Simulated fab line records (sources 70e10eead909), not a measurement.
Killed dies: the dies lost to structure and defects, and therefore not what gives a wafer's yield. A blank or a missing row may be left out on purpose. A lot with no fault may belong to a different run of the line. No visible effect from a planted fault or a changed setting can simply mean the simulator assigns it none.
Which tool was responsible? | flow nandHarc | 33 wafers from 11 lots sampled at 6 of the route's 1302 steps

WHAT THE GAUGES SHOWED, per wafer
NHARC_P_GATE_INSPECT_28. Usual: rawDefectCount 6.2, standard deviation 2.8.
lot  | measured     | on               | rawDefectCount | flag
L755 | day 6 00:36  | defectInspect-02 | 6 7 6          | 
L756 | day 6 07:58  | defectInspect-01 | 11 4 9         | 
L757 | day 6 16:52  | defectInspect-01 | 3 5 5          | 
L758 | day 7 04:39  | defectInspect-02 | 6 7 4          | 
L763 | day 9 05:53  | defectInspect-02 | 4 0 5          | 
L764 | day 9 14:29  | defectInspect-02 | 10 7 7         | 
L765 | day 9 21:10  | defectInspect-01 | 5 10 5         | 
L766 | day 10 10:56 | defectInspect-02 | 36 28 21       | OFF
L767 | day 11 08:54 | defectInspect-02 | 23 22 20       | OFF
L768 | day 11 09:20 | defectInspect-01 | 3 9 12         | 
L776 | day 14 18:23 | defectInspect-01 | 6 5 5          | 

NHARC_P_GATE_CD_MEAS_33. Usual: cdNm 120 nm, standard deviation 3.5.
lot  | measured     | on       | cdNm (nm)   | flag
L755 | day 6 01:27  | cdSem-03 | 119 120 118 | 
L756 | day 6 08:50  | cdSem-03 | 125 119 124 | 
L757 | day 6 17:44  | cdSem-01 | 124 120 115 | 
L758 | day 7 05:31  | cdSem-03 | 117 121 123 | 
L763 | day 9 06:49  | cdSem-03 | 121 118 125 | 
L764 | day 9 15:21  | cdSem-03 | 118 120 121 | 
L765 | day 9 22:01  | cdSem-01 | 117 115 118 | 
L766 | day 10 11:47 | cdSem-02 | 124 122 122 | 
L767 | day 11 09:49 | cdSem-01 | 122 119 119 | 
L768 | day 11 10:11 | cdSem-02 | 118 119 120 | 
L776 | day 14 19:15 | cdSem-02 | 117 123 120 | 

NHARC_END_SORT_01. Usual: killedAtArray 64, standard deviation 20; killedAtOther 0.7, standard deviation 1.1; killedAtPeriphery 3.6, standard deviation 2.7; killedDies 68, standard deviation 20; killedOpen 2.8, standard deviation 1.9; killedShort 2.3, standard deviation 1.5.
lot  | measured     | on        | killedAtArray | killedAtOther | killedAtPeriphery | killedDies | killedOpen | killedShort | flag
L766 | day 30 00:38 | prober-01 | 37 43 49      | 0 0 2         | 24 27 22          | 61 70 73   | 1 3 4      | 1 3 2       | OFF
L767 | day 31 10:38 | prober-02 | 84 65 83      | 1 0 0         | 10 18 19          | 95 83 102  | 9 1 3      | 2 1 6       | OFF

WHICH TOOL RAN EACH LOT (tool, then ch and the chambers of the sampled wafers, then the start)
lot  | NHARC_P_GATE_PRECLEAN_70           | NHARC_P_GATE_STRIP_108            | NHARC_P_GATE_ETCHBACK_37
L755 | wetBench-07 ch 3,6,7, day 4 22:32  | rieDiel-03 ch 0,1,3, day 6 01:17  | rieDiel-03 ch 0,1,2, no start
L756 | wetBench-07 ch 5,6,7, day 5 05:56  | rieDiel-04 ch 0,2, day 6 08:38    | rieDiel-03 ch 0,1,2, no start
L757 | wetBench-06 ch 1,3,5, day 5 15:07  | rieDiel-04 ch 0,1,2, day 6 17:33  | rieDiel-03 ch 0,2,3, no start
L758 | wetBench-01 ch 2,6,7, day 6 03:35  | rieDiel-03 ch 0,1,2, day 7 05:22  | rieDiel-11 ch 0,1,2, no start
L763 | wetBench-06 ch 0,1,6, day 8 03:11  | rieDiel-04 ch 0,1,3, day 9 06:40  | rieDiel-11 ch 0,1,3, no start
L764 | wetBench-07 ch 1,3,6, day 8 11:40  | rieDiel-04 ch 1,2,3, day 9 15:12  | rieDiel-03 ch 0,1,2, no start
L765 | wetBench-07 ch 2,3,6, day 8 21:45  | rieDiel-11 ch 0,2,3, day 9 21:50  | rieDiel-03 ch 0,1,2, no start
L766 | wetBench-07 ch 0,4,7, day 9 09:01  | rieDiel-11 ch 0,2, day 10 11:37   | rieDiel-04 ch 0,1,3, day 30 00:38 or earlier
L767 | wetBench-07 ch 4,5,7, day 10 07:35 | rieDiel-11 ch 0,1, day 11 09:37   | rieDiel-04 ch 2,3, day 31 10:38 or earlier
L768 | wetBench-01 ch 0,4,7, day 10 07:37 | rieDiel-03 ch 1,2, day 11 10:01   | rieDiel-03 ch 2,3, no start
L776 | wetBench-07 ch 4,6,7, day 13 12:35 | rieDiel-04 ch 0,1,3, day 14 19:04 | rieDiel-03 ch 0,2,3, no start
- NHARC_P_GATE_PRECLEAN_70: cleans in SC1.
- NHARC_P_GATE_STRIP_108: strips in O2.
- NHARC_P_GATE_ETCHBACK_37: etches the open film in CHF3/O2, target depth 34.5 nm, time 17.2 s.

AS READ BY THE TOOLS THEMSELVES (means over the sampled wafers that have a number; for cases with no such wafer, the mark the record gives instead)
NHARC_P_GATE_PRECLEAN_70. Usual: bathGuardTempC 50.1 C, standard deviation 0.5; nh4ohFlowMLMin 28.30, standard deviation 0.089.
lot  | tool        | bathGuardTempC (C) | nh4ohFlowMLMin | flag
L755 | wetBench-07 | 50.5               | 28.37          | 
L756 | wetBench-07 | 50.5               | 28.27          | 
L757 | wetBench-06 | 50.3               | 28.32          | 
L758 | wetBench-01 | 49.9               | 28.28          | 
L763 | wetBench-06 | 49.9               | 28.34          | 
L764 | wetBench-07 | 50.1               | 28.23          | 
L765 | wetBench-07 | 50.4               | 28.24          | 
L766 | wetBench-07 | 50.1               | 28.26          | 
L767 | wetBench-07 | 50.3               | 28.39          | 
L768 | wetBench-01 | 49.9               | 28.31          | 
L776 | wetBench-07 | 50.4               | 28.31          | 

NHARC_P_GATE_STRIP_108. Usual: drypumpMotorCurrentA 5.6 A, standard deviation 0.52; o2FlowSccm 500.1 sccm, standard deviation 1.5; oesProductAu 1.003 a.u., standard deviation 0.016; rfVppV 58.1 V, standard deviation 0.93; showerheadPlenumPTorr 3.66 Torr, standard deviation 0.13; throttleValvePct 17.037 %, standard deviation 0.0087.
lot  | tool       | drypumpMotorCurrentA (A) | o2FlowSccm (sccm) | oesProductAu (a.u.) | rfVppV (V) | showerheadPlenumPTorr (Torr) | throttleValvePct (%) | flag
L755 | rieDiel-03 | 5.7                      | 500.2             | 1.011               | 58.2       | 3.61                         | 17.036               | 
L756 | rieDiel-04 | 5.5                      | 498.7             | 1.012               | 58.9       | 3.76                         | 17.033               | 
L757 | rieDiel-04 | 5.3                      | 498.8             | 1.007               | 57.2       | 3.76                         | 17.040               | 
L758 | rieDiel-03 | 5.6                      | 499.3             | 1.011               | 59.1       | 3.58                         | 17.041               | 
L763 | rieDiel-04 | 5.5                      | 499.8             | 0.995               | 58.5       | 3.76                         | 17.034               | 
L764 | rieDiel-04 | 5.6                      | 501.5             | 0.998               | 59.0       | 3.74                         | 17.025               | 
L765 | rieDiel-11 | 5.9                      | 498.9             | 1.000               | 58.3       | 3.59                         | 17.039               | 
L766 | rieDiel-11 | 6.0                      | 499.2             | 0.999               | 57.5       | 3.53                         | 17.030               | 
L767 | rieDiel-11 | 5.4                      | 497.8             | 0.989               | 57.1       | 3.59                         | 17.038               | 
L768 | rieDiel-03 | 6.0                      | 498.8             | 0.985               | 57.3       | 3.45                         | 17.046               | 
L776 | rieDiel-04 | 5.5                      | 499.8             | 1.011               | 58.8       | 3.76                         | 17.034               | 

NHARC_P_GATE_ETCHBACK_37. Usual: biasW 200.0 W, standard deviation 0.63; chf3FlowSccm 49.98 sccm, standard deviation 0.15; drypumpMotorCurrentA 5.6 A, standard deviation 0.5; o2FlowSccm 10.000 sccm, standard deviation 0.026; oesProductAu 0.94 a.u., standard deviation 0.032; rfVppV 372.4 V, standard deviation 2; showerheadPlenumPTorr 2.48 Torr, standard deviation 0.093; throttleValvePct 20.572 %, standard deviation 0.009.
lot  | tool       | biasW (W) | chf3FlowSccm (sccm) | drypumpMotorCurrentA (A) | o2FlowSccm (sccm) | oesProductAu (a.u.) | rfVppV (V) | showerheadPlenumPTorr (Torr) | throttleValvePct (%) | flag
L755 | rieDiel-03 | 200.6     | 50.05               | 5.6                      | 9.987             | 0.92                | 371.3      | 2.44                         | 20.566               | 
L756 | rieDiel-03 | 200.7     | 49.93               | 5.6                      | 9.989             | 0.93                | 371.5      | 2.44                         | 20.565               | 
L757 | rieDiel-03 | 199.7     | 49.95               | 5.4                      | 10.024            | 0.93                | 373.1      | 2.53                         | 20.571               | 
L758 | rieDiel-11 | 199.6     | 49.92               | 5.7                      | 9.998             | 0.92                | 371.5      | 2.42                         | 20.569               | 
L763 | rieDiel-11 | 199.3     | 49.98               | 5.4                      | 9.982             | 0.93                | 372.0      | 2.49                         | 20.576               | 
L764 | rieDiel-03 | 200.5     | 50.00               | 5.6                      | 9.997             | 0.93                | 370.9      | 2.44                         | 20.581               | 
L765 | rieDiel-03 | 200.3     | 49.99               | 5.6                      | 10.013            | 1.00                | 371.8      | 2.43                         | 20.564               | 
L766 | rieDiel-04 | 200.5     | 49.99               | 5.5                      | 10.001            | 0.92                | 374.5      | 2.57                         | 20.575               | 
L767 | rieDiel-04 | 199.5     | 49.97               | 6.2                      | 10.017            | 1.00                | 374.3      | 2.55                         | 20.563               | 
L768 | rieDiel-03 | 200.3     | 50.01               | 5.6                      | 9.979             | 0.92                | 373.4      | 2.54                         | 20.585               | 
L776 | rieDiel-03 | 200.1     | 50.07               | 5.5                      | 9.997             | 0.92                | 373.2      | 2.53                         | 20.567               | 

THE ANSWER, worked out from the rows above alone
Rule: a lot counts as off when the mean over its wafers that have a number is more than 3 standard deviations away from the usual mean. A lot without any number at a reading at which 4 lots or more have one is off too. All remaining lots with rows at the step are treated as sound. The gauges are gone through in route order, then the tools' own readings, and for those a lot's mean is taken as printed above. The first step at which some lot is off is used, and at that step the reading that is off furthest; a lot without a number counts as furthest.
Off: L766, L767 (NHARC_P_GATE_INSPECT_28, rawDefectCount).
If a tool, at a process step before that reading, ran all the lots that are off and no sound lot after the first of them, it fits. Not tried: the gauges at NHARC_P_GATE_INSPECT_28; whatever is off there is also off at NHARC_END_SORT_01, on other tools, and gauge error can't account for it. None of those tried fits.

WHAT WAS PUT IN BY THE SIMULATOR
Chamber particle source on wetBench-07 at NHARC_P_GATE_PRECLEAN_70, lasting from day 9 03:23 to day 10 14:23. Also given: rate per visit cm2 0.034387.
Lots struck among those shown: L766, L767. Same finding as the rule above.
